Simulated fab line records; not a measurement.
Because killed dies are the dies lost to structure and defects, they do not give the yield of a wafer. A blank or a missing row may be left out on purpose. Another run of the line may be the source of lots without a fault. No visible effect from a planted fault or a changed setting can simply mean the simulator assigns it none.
Which tool is to blame?    flow nand harc    14 lots with 42 wafers sampled at 5 steps, on a route of 1159 steps

== WHAT EACH GAUGE READ, for each wafer ==
NHARC_A_ONON_D1_THK_MEAS_21: measures by ellipsometry. Usual: thk nm reads 1000 nm (standard deviation 9.6).
lot   measured      on             thk nm (nm)     flag
L273  day 8 20:55   film metro-02  1016 1015 1015  
L275  day 9 04:38   film metro-01  990 992 990     
L277  day 9 16:58   film metro-01  1003 1003 1004  
L280  day 9 23:47   film metro-02  993 992 995     
L285  day 10 23:32  film metro-02  1002 1000 1000  
L283  day 10 23:31  film metro-01  541 546 545     OFF
L282  day 11 06:13  film metro-01  526 526 527     OFF
L284  day 11 06:11  film metro-02  995 996 997     
L287  day 12 01:19  film metro-02  1016 1017 1018  
L288  day 12 01:18  film metro-01  1017 1019 1020  
L289  day 12 12:04  film metro-01  998 997 1000    
L292  day 12 22:16  film metro-01  989 989 991     
L293  day 13 14:59  film metro-02  1007 1008 1006  
L294  day 13 18:49  film metro-02  986 988 987     

NHARC_END_SORT_01. Usual: killed at array 26, standard deviation 10; killed at other 0.8, standard deviation 1.1; killed at periphery 3.3, standard deviation 2.6; killed dies 30, standard deviation 11; killed open 3.4, standard deviation 1.8; killed short 2.0, standard deviation 1.3.
lot   measured      on         killed at array  killed at other  killed at periphery  killed dies  killed open  killed short  flag
L283  day 21 18:59  prober-01  676 676 672      0 0 0            1 1 5                677 677 677  6 4 6        0 0 3         OFF
L282  day 22 10:38  prober-01  675 675 675      1 0 0            1 2 2                677 677 677  6 3 3        3 2 3         OFF

== EACH LOT AND THE TOOL THAT RAN IT (in order: tool; ch and the chambers of the sampled wafers; start) ==
lot   NHARC_P_BONDPAD_CMP_19         NHARC_A_ZERO_WELL_ETCH_13         NHARC_A_ONON_D1_DEP_19
L273  cmp-03 ch 0,2,3, day 7 06:05   rie si-01 ch 0,3, day 7 08:32     pecvd onon-02 ch 0, day 8 20:28
L275  cmp-02 ch 0,1,2, day 7 17:26   rie si-04 ch 0,1,2, day 7 19:37   pecvd onon-03 ch 0, day 9 04:11
L277  cmp-02 ch 0,3, day 8 05:30     rie si-04 ch 0,1, day 8 07:43     pecvd onon-02 ch 0, day 9 16:28
L280  cmp-02 ch 0,1,2, day 8 14:38   rie si-01 ch 0,1,3, day 8 16:49   pecvd onon-03 ch 0, day 9 23:16
L285  cmp-02 ch 0,1,2, day 9 13:19   rie si-04 ch 0,1,2, day 9 15:32   pecvd onon-02 ch 0, day 10 23:01
L283  cmp-01 ch 1,2,3, day 9 15:14   rie si-01 ch 0,1,2, day 9 17:23   pecvd onon-03 ch 0, day 10 23:00
L282  cmp-03 ch 1,3, day 9 19:05     rie si-03 ch 1,3, day 9 21:21     pecvd onon-03 ch 0, day 11 05:40
L284  cmp-02 ch 0,2,3, day 9 20:56   rie si-01 ch 0,2,3, day 9 23:02   pecvd onon-02 ch 0, day 11 05:44
L287  cmp-01 ch 0,1,3, day 10 14:10  rie si-03 ch 1,3, day 10 16:19    pecvd onon-02 ch 0, day 12 00:51
L288  cmp-03 ch 0,2, day 10 16:08    rie si-04 ch 0,2, day 10 18:22    pecvd onon-04 ch 0, day 12 00:47
L289  cmp-02 ch 1,3, day 11 00:35    rie si-04 ch 1,2, day 11 02:38    pecvd onon-04 ch 0, day 12 11:34
L292  cmp-02 ch 0,1, day 11 11:13    rie si-01 ch 0,2,3, day 11 13:19  pecvd onon-04 ch 0, day 12 21:48
L293  cmp-02 ch 0,1,3, day 12 01:58  rie si-03 ch 0,1,3, day 12 04:03  pecvd onon-03 ch 0, day 13 14:29
L294  cmp-01 ch 1,2,3, day 12 08:44  rie si-03 ch 2,3, day 12 10:53    pecvd onon-04 ch 0, day 13 18:22
- NHARC_P_BONDPAD_CMP_19: polishes, t overpolish 30 s, cu recess touch 16 s, target thk 160.81 nm.
- NHARC_A_ZERO_WELL_ETCH_13: etches the open film in HBr/Cl2, target depth 120 nm, time 40.1 s.
- NHARC_A_ONON_D1_DEP_19: target thk 1000 nm.

== AS READ BY THE TOOLS THEMSELVES (means over the sampled wafers that have a number; for cases with no such wafer, the mark the record gives instead) ==
NHARC_P_BONDPAD_CMP_19. Usual: motor current A 12.1 A, standard deviation 1.1; overpolish run s 30.000 s, standard deviation 0.0098.
lot   tool    motor current A (A)  overpolish run s (s)  flag
L273  cmp-03  12.9                 30.002                
L275  cmp-02  12.7                 29.997                
L277  cmp-02  11.4                 30.006                
L280  cmp-02  12.3                 29.998                
L285  cmp-02  12.4                 30.000                
L283  cmp-01  12.0                 30.007                
L282  cmp-03  12.4                 30.007                
L284  cmp-02  12.3                 29.996                
L287  cmp-01  12.0                 30.005                
L288  cmp-03  12.5                 29.998                
L289  cmp-02  10.6                 30.005                
L292  cmp-02  11.3                 30.008                
L293  cmp-02  11.4                 30.001                
L294  cmp-01  11.9                 29.994                

NHARC_A_ZERO_WELL_ETCH_13. Usual: drypump motor current A 5.8 A, standard deviation 0.41; oes product au 1.001 a.u., standard deviation 0.01; throttle valve pct 26.407 %, standard deviation 0.0084.
lot   tool       drypump motor current A (A)  oes product au (a.u.)  throttle valve pct (%)  flag
L273  rie si-01  5.7                          1.011                  26.414                  
L275  rie si-04  5.9                          0.993                  26.401                  
L277  rie si-04  5.8                          0.989                  26.408                  
L280  rie si-01  5.4                          1.011                  26.404                  
L285  rie si-04  5.9                          0.990                  26.405                  
L283  rie si-01  5.8                          1.000                  26.407                  
L282  rie si-03  5.6                          0.995                  26.411                  
L284  rie si-01  6.1                          1.006                  26.408                  
L287  rie si-03  5.5                          0.990                  26.399                  
L288  rie si-04  5.7                          0.991                  26.412                  
L289  rie si-04  6.0                          1.003                  26.403                  
L292  rie si-01  6.0                          1.009                  26.403                  
L293  rie si-03  5.8                          1.000                  26.405                  
L294  rie si-03  5.8                          0.998                  26.414                  

== THE ANSWER, worked out from the rows above alone ==
Rule: a lot is off if the mean of its wafers that have a number lies more than 3 standard deviations from the usual mean. Also off: a lot with no number at a reading for which 4 or more lots have one. Where the step has rows for the other lots, those lots are counted as sound. First the gauges in route order, then the tools' own readings, where a lot's mean is used as printed above. The first step at which some lot is off is used, and at that step the reading that is off furthest; a lot without a number counts as furthest.
Off: L283, L282 (NHARC_A_ONON_D1_THK_MEAS_21, thk nm).
A tool fits if, at a process step before that reading, it ran every lot that is off, and no sound lot after the first of them. The gauges at NHARC_A_ONON_D1_THK_MEAS_21 aren't tried: what is off there is off at NHARC_END_SORT_01 too, on other tools, and a gauge's error can't cause that. Not one of the candidates tried fits.

== WHAT THE SIMULATOR PUT IN ==
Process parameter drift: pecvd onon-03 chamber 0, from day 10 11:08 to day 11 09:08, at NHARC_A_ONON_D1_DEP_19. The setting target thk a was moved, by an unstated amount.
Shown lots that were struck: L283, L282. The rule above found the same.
